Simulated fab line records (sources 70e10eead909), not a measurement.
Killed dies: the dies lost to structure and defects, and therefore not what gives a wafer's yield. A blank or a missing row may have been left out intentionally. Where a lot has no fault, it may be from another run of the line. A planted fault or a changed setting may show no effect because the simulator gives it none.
fab line records | flow nandHarc
[record] lots = 15 wafers = 45 lastDay = 33
route steps=1302 shown A_BONDPAD@1225 THIN_TSV@1250
lots that met no fault: taken from a fault-free run of the same line
startH: hours from the record's first day to the start of the lot's first wafer shown | waitH: hours since the lot's step before | " same as the row above | L1.1+2: one row covering several wafers at once | - value missing, or start not given | * or withheld: withheld | < > ~ a bound
route shown NAME@n: a module of which the file shows steps, and the number in the route of the first | usual: mean and standard deviation over wafers with no fault | same: alike in all rows | chamber/n: place in a boat | sites: each site's reading | _std_site: their standard deviation | _edge_site: inner sites' mean taken away from outer sites' mean | radiusMm: for every site, how far away it sits from the centre of the wafer | mask NAME#n: copy n | behind: the most recent tool/chamber to have shaped the wafer | hold: why the lot went on hold/how many hours it stayed there/how the hold came to an end | device: whichever transistor did not switch (one of n, p or np) | end of line: at the end of the route, the tests of the same wafers | for a step that has no rows: nothing shown but its recipe | killed: dies that structure and defects cost at the first sort, which is not the same as the wafer's yield | map: dies across one wafer; x = killed, . = not, _ = none there
set.NAME: setting as actually run; set.NAME@STEP: the setting as run at that earlier step | model.NAME: the simulator's own value behind a step, which no gauge read
one table for each step of the route and one row for each wafer, over a sample of lots
services: from which hour (startH, from the record's first day; less than 0 if before it) a tool's chamber was out of use, for how many hours, and why
[[steps]]
[step NHARC_A_BONDPAD_DEGAS_25]
[recipe] tempC = 300 timeS = 60
[usual] heaterPowerW = 459/43
[same] timeS = 60
// columns lot.wafer tool chamber startH waitH heaterPowerW
L152.4 pvdSputter-01 - 549.11 - 407
L152.3 " - " " 481
L152.2 " - " " 412
L153.1 pvdSputter-02 - 560.42 - 506
L153.6 " - " " 524
L153.5 " - " " 491
L154.3 pvdSputter-01 - 562.96 - 412
L154.4 " - " " 486
L154.2 " - " " 480
L156.2 pvdSputter-03 - 588.97 - 479
L156.1 " - " " 463
L156.5 " - " " 540
L159.1 pvdSputter-02 - 608.43 - 466
L159.4 " - " " 490
L159.5 " - " " 430
L158.1 pvdSputter-01 - 610.11 - 473
L158.2 " - " " 494
L158.6 " - " " 410
L160.3 pvdSputter-03 - 625.02 - 537
L160.2 " - " " 467
L160.6 " - " " 454
L161.1 pvdSputter-01 - 625.67 - 508
L161.3 " - " " 405
L161.6 " - " " 508
L163.3 pvdSputter-01 - 656.88 - 411
L163.2 " - " " 413
L163.6 " - " " 505
L162.4 pvdSputter-01 - 658.05 - 409
L162.2 " - " " 424
L162.3 " - " " 482
L165.3 pvdSputter-01 - 671.65 - 497
L165.6 " - " " 399
L165.5 " - " " 415
L164.4 pvdSputter-01 - 676.26 - 415
L164.3 " - " " 474
L164.6 " - " " 400
L166.1 pvdSputter-03 - 701.42 - 382
L166.3 " - " " 452
L166.2 " - " " 469
L167.3 pvdSputter-02 - 704.91 - 473
L167.2 " - " " 433
L167.6 " - " " 460
L173.2 pvdSputter-03 - 764.23 - 518
L173.4 " - " " 503
L173.3 " - " " 409
[step NHARC_A_BONDPAD_PVD_27]
[recipe] targetThkA = 300 chamberPressurePa = 5 powerW = 5000 substrateTempC = 30 timeS = 20.49 material = Cu
[usual] cathodeDcPowerW = 4999.9/0.88 throttleValvePct = 29.8/1
[same] timeS = 20.49
// columns lot.wafer tool chamber startH waitH cathodeDcPowerW throttleValvePct
L152.3 pvdSputter-01 - - - 5000.2 29.3
L152.2 " - " " 5000.6 31.5
L152.4 " - " " 5000.5 30.4
L153.1 pvdSputter-02 - - - 4998.8 30.5
L153.6 " - " " 4999.0 29.6
L153.5 " - " " 5000.7 29.8
L154.2 pvdSputter-01 - - - 5001.3 29.4
L154.3 " - " " 5000.4 29.9
L154.4 " - " " 4999.3 31.5
L156.2 pvdSputter-03 - - - 4998.9 27.0
L156.1 " - " " 5000.1 31.1
L156.5 " - " " 4998.9 28.8
L159.1 pvdSputter-02 - - - 4998.8 30.6
L159.4 " - " " 5000.4 29.7
L159.5 " - " " 4999.7 30.5
L158.2 pvdSputter-01 - - - 5000.4 29.0
L158.1 " - " " 4998.4 31.4
L158.6 " - " " 5000.1 30.2
L160.3 pvdSputter-03 - - - 4999.6 29.1
L160.2 " - " " 4999.1 29.7
L160.6 " - " " 5000.6 27.4
L161.1 pvdSputter-01 - - - 4998.8 30.3
L161.3 " - " " 5001.2 29.7
L161.6 " - " " 5000.1 30.3
L163.3 pvdSputter-01 - - - 5001.7 28.9
L163.2 " - " " 4999.8 29.6
L163.6 " - " " 5000.9 28.9
L162.2 pvdSputter-01 - - - 4999.8 29.1
L162.4 " - " " 5001.2 30.2
L162.3 " - " " 5000.1 31.3
L165.3 pvdSputter-01 - - - 5000.7 29.2
L165.6 " - " " 4999.1 29.6
L165.5 " - " " 4999.6 29.0
L164.3 pvdSputter-01 - - - 5000.2 29.5
L164.4 " - " " 4999.7 30.2
L164.6 " - " " 5000.9 29.6
L166.1 pvdSputter-03 - - - 5000.6 27.2
L166.2 " - " " 4998.0 29.1
L166.3 " - " " 5001.4 30.0
L167.2 pvdSputter-02 - - - 4999.4 28.5
L167.3 " - " " 5000.2 31.2
L167.6 " - " " 5000.0 30.7
L173.3 pvdSputter-03 - - - 4999.2 29.2
L173.2 " - " " 5001.2 27.7
L173.4 " - " " 4999.6 31.3
[step NHARC_THIN_TSV_DEP_43]
[recipe] targetThkA = 13285 tempC = withheld pressureTorr = 6.5 rfW = 900 teosFlowSccm = 161.4 flowSccm = 2650 targetThkNm = 1328.5 gas = O2 material = SiO2
[usual] chamberPressureTorr = 6.500/0.014 rfFwdPowerW = 897.6/2.9 throttleValvePct = 16.3/0.43
// columns lot.wafer tool chamber startH waitH chamberPressureTorr rfFwdPowerW throttleValvePct
L152.3 pecvd-04 2 562.55 - 6.505 902.5 16.5
L152.2 " 1 " " 6.504 897.3 17.0
L152.4 " 0 " " 6.499 893.4 16.5
L154.2 pecvd-04 2 573.45 - 6.489 899.4 16.4
L154.3 " 0 " " 6.499 894.5 16.6
L154.4 " 1 " " 6.498 898.9 16.9
L153.1 pecvd-02 1 574.67 - 6.534 897.5 15.2
L153.5 " 0 " " 6.502 898.1 16.8
L153.6 " 2 " " 6.494 893.8 16.7
L156.1 pecvd-01 2 599.97 - 6.496 894.9 16.1
L156.2 " 1 " " 6.515 900.1 16.6
L156.5 " 1 " " 6.496 894.8 16.4
L159.1 pecvd-04 2 624.19 - 6.522 896.7 16.2
L159.5 " 1 " " 6.486 894.6 16.7
L159.4 " 2 " " 6.509 900.5 16.4
L158.1 pecvd-01 0 626.50 - 6.493 896.9 15.9
L158.2 " 2 " " 6.511 898.1 16.2
L158.6 " 1 " " 6.498 898.1 16.7
L160.3 pecvd-02 0 639.60 - 6.492 900.6 16.4
L160.2 " 1 " " 6.487 894.7 15.5
L160.6 " 0 " " 6.489 905.0 16.6
L161.1 pecvd-01 2 640.82 - 6.500 895.4 16.1
L161.3 " 0 " " 6.508 898.9 16.1
L161.6 " 1 " " 6.515 894.8 16.6
L163.3 pecvd-02 2 671.79 - 6.496 903.4 16.6
L163.2 " 0 " " 6.480 895.5 16.6
L163.6 " 2 " " 6.495 897.6 16.7
L162.3 pecvd-04 2 673.03 - 6.512 900.6 16.2
L162.2 " 0 " " 6.496 898.1 16.2
L162.4 " 0 " " 6.495 895.8 15.9
L165.3 pecvd-04 2 687.34 - 6.488 899.4 16.1
L165.5 " 0 " " 6.505 896.8 16.4
L165.6 " 1 " " 6.503 901.4 16.4
L164.3 pecvd-01 1 688.64 - - - -
L164.4 " 2 " " - - -
L164.6 " 1 " " - - -
L166.3 pecvd-04 1 717.21 - - - -
L166.2 " 2 " " - - -
L166.1 " 0 " " - - -
L167.2 pecvd-04 1 718.40 - - - -
L167.3 " 0 " " - - -
L167.6 " 2 " " - - -
L173.3 pecvd-04 2 777.99 - 6.501 897.5 16.0
L173.2 " 0 " " 6.507 900.8 16.5
L173.4 " 1 " " 6.519 900.8 16.5
[step NHARC_THIN_TSV_CD_MEAS_12]
[recipe] targetCdNm = 1000 landingEnergyEv = 500
[usual] cdNm = 1001/3.3
// columns lot.wafer tool chamber startH waitH cdNm
L152.2 cdSem-01 0 563.38 - 996
L152.3 " 0 " " 997
L152.4 " 0 " " 996
L154.2 cdSem-01 0 574.24 - 1004
L154.3 " 0 " " 1004
L154.4 " 0 " " 1005
L153.1 cdSem-02 0 575.45 - 1005
L153.5 " 0 " " 1004
L153.6 " 0 " " 1005
L156.1 cdSem-03 0 600.80 - 1005
L156.2 " 0 " " 1003
L156.5 " 0 " " 1004
L159.1 cdSem-01 0 624.81 - 1004
L159.4 " 0 " " 1001
L159.5 " 0 " " 1006
L158.1 cdSem-01 0 627.33 - 996
L158.2 " 0 " " 997
L158.6 " 0 " " 996
L160.2 cdSem-02 0 640.43 - 1003
L160.3 " 0 " " 1004
L160.6 " 0 " " 1005
L161.1 cdSem-03 0 641.53 - 999
L161.3 " 0 " " 1003
L161.6 " 0 " " 1004
L163.2 cdSem-03 0 672.63 - 997
L163.3 " 0 " " 1000
L163.6 " 0 " " 999
L162.2 cdSem-01 0 673.83 - 1005
L162.3 " 0 " " 1007
L162.4 " 0 " " 999
L165.3 cdSem-03 0 688.18 - 1006
L165.5 " 0 " " 1002
L165.6 " 0 " " 1006
L164.3 cdSem-02 0 689.39 - 1004
L164.4 " 0 " " 1003
L164.6 " 0 " " 1002
L166.1 cdSem-01 0 717.91 - 1004
L166.2 " 0 " " 1005
L166.3 " 0 " " 1001
L167.2 cdSem-01 0 719.23 - 995
L167.3 " 0 " " 997
L167.6 " 0 " " 997
L173.2 cdSem-02 0 778.82 - 1001
L173.3 " 0 " " 997
L173.4 " 0 " " 1003
[[services]]
// columns tool chamber startH hours kind
pvdSputter-03 - 526.00 10.0 pm
pecvd-04 0 540.53 15.3 repair
pecvd-01 - 557.62 0.6 repair
pvdSputter-03 - 560.40 6.0 repair
pecvd-04 0 575.94 2.7 repair
pvdSputter-01 - 582.00 10.0 pm
pecvd-02 - 589.18 13.0 pm
pecvd-01 - 592.34 0.9 repair
pecvd-04 - 631.03 13.0 pm
pvdSputter-02 - 638.06 10.0 pm
pecvd-01 - 643.81 3.0 repair
pecvd-02 - 646.95 0.6 repair
pecvd-01 - 675.40 13.0 pm
pvdSputter-03 - 680.21 1.1 repair
pvdSputter-03 - 683.92 2.5 repair
pvdSputter-03 - 704.00 10.0 pm
pecvd-02 2 705.01 4.7 repair
pvdSputter-03 - 714.58 3.9 repair
pvdSputter-01 - 729.68 1.0 repair
pvdSputter-01 - 743.32 6.0 repair
pvdSputter-02 - 745.95 4.1 repair
pecvd-01 0 748.40 6.2 repair
pvdSputter-01 - 760.00 10.0 pm
pecvd-02 - 770.18 13.0 pm
[[key]]
[firstSign] step = NHARC_THIN_TSV_DEP_43 reading = toolRecord direction = missing
effect none on later readings
metAt NHARC_THIN_TSV_DEP_43
struckLots L164,L166,L167
laterRowsLeftOut L164.3,L164.4,L164.6,L166.1,L166.2,L166.3,L167.2,L167.3,L167.6
sortLeftOut L164.3,L164.4,L164.6,L166.1,L166.2,L166.3,L167.2,L167.3,L167.6
notActingAt NHARC_A_BONDPAD_DEGAS_25,NHARC_A_BONDPAD_PVD_27,NHARC_THIN_TSV_CD_MEAS_12
onsetBetween 687.34 688.64
[fault] kind = skippedStepWhole tool = pecvd-01,pecvd-04 chamber = - onsetH = 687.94 steps = NHARC_THIN_TSV_DEP_43 scope = struckLotsOnly
// sortLeftOut: the simulated sort isn't trusted on such a fault, so these wafers' sort isn't shown, and their yield isn't known
// laterRowsLeftOut: the simulator's readings of these wafers behind a module that went badly wrong aren't trusted and aren't shown, but for the sort
